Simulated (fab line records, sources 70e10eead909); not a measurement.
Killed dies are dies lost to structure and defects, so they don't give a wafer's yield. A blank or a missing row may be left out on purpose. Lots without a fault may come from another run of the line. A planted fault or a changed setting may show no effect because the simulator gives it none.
Chamber matching | flow nand_harc | NHARC_P_ZERO_WELL_DESCUM_54 on rie_diel-12: 4 sister chambers
The step chemistry O2, time 3 s. 4 wafers are shown with their chamber, then 12 later ones without.

WAFERS WITH THEIR CHAMBER
wafer  | chamber | showerhead_plenum_p_Torr (Torr)
L083.5 | 0       | 2.07
L084.6 | 2       | 1.91
L085.1 | 3       | 2.00
L085.6 | 1       | 1.81

WAFERS WITHOUT THEIR CHAMBER
wafer  | showerhead_plenum_p_Torr (Torr)
L091.1 | 1.80
L091.2 | 2.07
L091.3 | 2.00
L092.1 | 1.91
L092.2 | 1.80
L092.6 | 1.80
L093.1 | 1.91
L093.3 | 1.80
L093.6 | 1.91
L095.3 | 1.80
L095.4 | 2.07
L095.5 | 1.91

WHICH CHAMBER EACH WENT THROUGH
wafer  | from the rows above | in truth
L091.1 | 1                   | 1
L091.2 | 0                   | 0
L091.3 | 3                   | 3
L092.1 | 2                   | 2
L092.2 | 1                   | 1
L092.6 | 1                   | 1
L093.1 | 2                   | 2
L093.3 | 1                   | 1
L093.6 | 2                   | 2
L095.3 | 1                   | 1
L095.4 | 0                   | 0
L095.5 | 2                   | 2
Placed correctly: 12 of 12. Can't be placed from these rows: 0. Placed wrongly: 0.
How it was worked out, from the rows above alone: a wafer's distance from a chamber is the root of the sum, over the readings, of the square of ((its reading less the chamber's mean) divided by the reading's scatter). The wafer belongs to the nearest chamber; if the next one is less than 2 further off, it can't be placed. A chamber's mean is the mean of its shown wafers. The scatter: with one shown wafer a chamber, the root of the mean of the squares of how far each hidden wafer lies from its nearest shown one.
